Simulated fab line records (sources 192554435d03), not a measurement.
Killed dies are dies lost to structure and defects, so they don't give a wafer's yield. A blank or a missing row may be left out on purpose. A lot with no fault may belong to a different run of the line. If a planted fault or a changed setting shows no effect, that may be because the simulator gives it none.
Lot-split experiment	flow n5Finfet	7 lots, 21 wafers read, on a route of 1938 steps

## ON THE SPLIT
At N5_BEOL_M12_ETCH_59 (etches BARC in N2/H2, target depth 89 nm, overetch 26.7 nm, time 67.9 s), the setting biasW was moved away from the recipe's 150 W on 9 of the 21 wafers read, by -15.5% to +17.4%. For the rest of the wafers, this setting stayed at what the recipe calls for.

The reading is taken at the split's own step.

## THE READING
rfVppV, in V, at N5_BEOL_M12_ETCH_59 (etches BARC in N2/H2, target depth 89 nm, overetch 26.7 nm, time 67.9 s). Fault-free wafers of this fab line usually give 522.7 V, standard deviation 2.2 V.

wafer	tool, chamber at the split	biasW as run, W	against the recipe	rfVppV, V	against lot-mates on the recipe
L078.1	rieDiel-03, 0	150	recipe	520.8	-
L078.5	rieDiel-03, 2	150	recipe	524.2	-
L078.6	rieDiel-03, 3	150	recipe	521.1	-
L077.2	rieDiel-02, 1	134.1	-10.6%	486.0	-40.1
L077.4	rieDiel-02, 2	150	recipe	526.1	-
L077.6	rieDiel-02, 2	134.1	-10.6%	487.9	-38.2
L079.4	rieDiel-03, 2	150	recipe	524.6	-
L079.5	rieDiel-03, 3	150	recipe	519.6	-
L079.6	rieDiel-03, 0	150	recipe	521.8	-
L082.1	rieDiel-02, 1	150	recipe	522.5	-
L082.4	rieDiel-02, 0	176.1	+17.4%	577.3	+54.8
L082.6	rieDiel-02, 0	176.1	+17.4%	577.6	+55.1
L084.3	rieDiel-03, 3	166.7	+11.1%	555.3	+31.4
L084.4	rieDiel-03, 2	150	recipe	523.9	-
L084.5	rieDiel-03, 3	166.7	+11.1%	556.4	+32.5
L086.2	rieDiel-03, 3	150	recipe	521.3	-
L086.3	rieDiel-03, 2	126.7	-15.5%	470.5	-50.6
L086.4	rieDiel-03, 0	150	recipe	521.0	-
L089.1	rieDiel-03, 0	150	recipe	520.5	-
L089.3	rieDiel-03, 2	166	+10.7%	558.0	+37.5
L089.5	rieDiel-03, 0	166	+10.7%	554.9	+34.4

THE FIT
A straight line over all 21 wafers: rfVppV changes by +3.21 V for each +1% of biasW; r = +1.00; the points scatter about the line by 1.8 V.
The same after taking each lot's own level away (the mean of its wafers on the recipe; 21 wafers): +3.26 V for each +1%; r = +1.00; scatter 2.3 V.
On that fit, the largest move of biasW shifts the reading by 57 V.
The span of the lots' own levels, 520.50 to 526.10 V, comes to 2.5 times the standard deviation stated above.
Hence the lot-to-lot level has little effect on the slope; both slopes agree.
Check: +56.1 V against its lot-mates is what the line predicts for one of the wafers moved furthest among these (+17.4%) when that wafer is left out of the fit. It came out at +54.8 V against them.
Tool readings at the split's step, against how far the setting was moved: rfVppV r = +1.00.

## THE OTHER SPLITS THESE WAFERS WENT THROUGH
Other splits were also applied to these wafers ahead of the reading. Each is held against what the fit with the lots' levels taken away leaves over:
other split on the same wafers	wafers away from the commonest value	r with rfVppV (lot level and that fit taken away)
N5_BEOL_M10_PECVD_70 tempC	8	+0.05
N5_BEOL_M10_COAT_60 spinRpm	6	-0.09
N5_BEOL_M11_PECVD_70 timeS	6	+0.51
N5_BEOL_M11_EXPOSE_08 doseMj	8	+0.29

## THE FILE'S OWN FIT
rfVppV changes by +3.24 V for each +1% of biasW, r = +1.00.
